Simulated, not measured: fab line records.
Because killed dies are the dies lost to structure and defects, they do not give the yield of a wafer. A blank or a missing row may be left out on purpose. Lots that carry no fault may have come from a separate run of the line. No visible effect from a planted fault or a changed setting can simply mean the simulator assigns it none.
Chamber matching ; flow n5 finfet ; N5_BEOL_M5_PRE_CLEAN_77 on cvd co-02: 3 sister chambers
The step time 15 s. 24 wafers are shown with their chamber, then 12 later ones without.

== WAFERS WITH THEIR CHAMBER ==
wafer;chamber;heater power w (W)
L077.2;2;80
L077.5;2;82
L077.6;1;88
L078.1;0;76
L078.3;2;81
L078.6;1;89
L079.3;2;83
L079.5;1;86
L079.6;0;76
L080.1;1;89
L080.4;2;84
L080.5;0;75
L082.1;0;74
L082.2;2;80
L082.4;0;74
L084.3;1;89
L084.4;1;87
L084.5;0;76
L086.1;1;85
L086.2;2;81
L086.4;2;84
L091.1;0;77
L091.3;2;81
L091.4;2;82

SIGNATURES, as means of the wafers listed above
reading;chamber 0;chamber 1;chamber 2;scatter within a chamber
heater power w;75.43;87.57;81.80;1.43
Rule: a wafer lies at a distance from a chamber equal to the root of the sum of squares, over the readings, of (its reading less the chamber's mean, divided by the reading's scatter). If the next closest chamber is less than 2 further off than the closest, the wafer can't be placed; otherwise it belongs to the closest. The scatter: the root of (the sum of the squares of (reading less its chamber's mean) over the shown wafers, divided by (wafers less chambers)).

== WAFERS WITHOUT THEIR CHAMBER ==
wafer;heater power w (W)
L093.1;88
L093.5;76
L093.6;87
L094.2;75
L094.3;88
L094.5;74
L095.1;87
L095.2;76
L095.4;90
L096.2;73
L096.3;88
L096.4;88

== WHICH CHAMBER EACH ONE RAN IN ==
wafer;from the rows above;in truth
L093.1;1;1
L093.5;0;0
L093.6;1;1
L094.2;0;0
L094.3;1;1
L094.5;0;0
L095.1;1;1
L095.2;0;0
L095.4;1;1
L096.2;0;0
L096.3;1;1
L096.4;1;1
12 of 12 placed correctly. Can't be placed from these rows: 0. Number placed wrongly: 0.
